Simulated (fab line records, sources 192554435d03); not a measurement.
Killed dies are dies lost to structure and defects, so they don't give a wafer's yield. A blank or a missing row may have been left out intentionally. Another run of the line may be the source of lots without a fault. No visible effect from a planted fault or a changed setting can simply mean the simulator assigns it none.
Chamber matching | flow n5Finfet | N5_BEOL_M1_CO_CAP_55 on cvdCo-02 has 3 sister chambers
The step material Co, precursor CCTBA/H2, target thk 2 nm, time 102.1 s. 3 wafers are shown with their chamber, then 10 later ones without.

WAFERS WITH THEIR CHAMBER
wafer  | chamber | heaterPowerW (W)
L088.5 | 0       | 249
L094.1 | 2       | 246
L094.2 | 1       | 255

WAFERS WITHOUT THEIR CHAMBER
wafer  | heaterPowerW (W)
L094.3 | 254
L094.4 | 259
L094.5 | 259
L094.6 | 246
L095.1 | 259
L095.4 | 241
L095.6 | 255
L097.1 | 257
L097.2 | 252
L097.5 | 254

WHICH CHAMBER EACH WENT THROUGH
wafer  | from the rows above          | in truth
L094.3 | can't be placed: 1 or 0      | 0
L094.4 | 1                            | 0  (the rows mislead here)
L094.5 | 1                            | 1
L094.6 | can't be placed: 2 or 0      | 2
L095.1 | 1                            | 1
L095.4 | can't be placed: 2 or 0      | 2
L095.6 | 1                            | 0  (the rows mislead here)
L097.1 | 1                            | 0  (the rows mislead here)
L097.2 | can't be placed: 0 or 1 or 2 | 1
L097.5 | can't be placed: 1 or 0      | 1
Correct placement for 2 of the 10. Unplaceable from these rows: 5, with the true chamber sitting among the candidates in 5. Placed wrongly: 3.
How it was worked out, from the rows above alone: a wafer's distance from a chamber is the root of the sum, over the readings, of the square of ((its reading less the chamber's mean) divided by the reading's scatter). The wafer belongs to the nearest chamber; if the next one is less than 2 further off, it can't be placed. For every chamber, the mean is computed from those of its wafers that are shown. The scatter (one wafer shown for each chamber): square how far every hidden wafer sits from the nearest shown wafer, average those squares and take the square root.
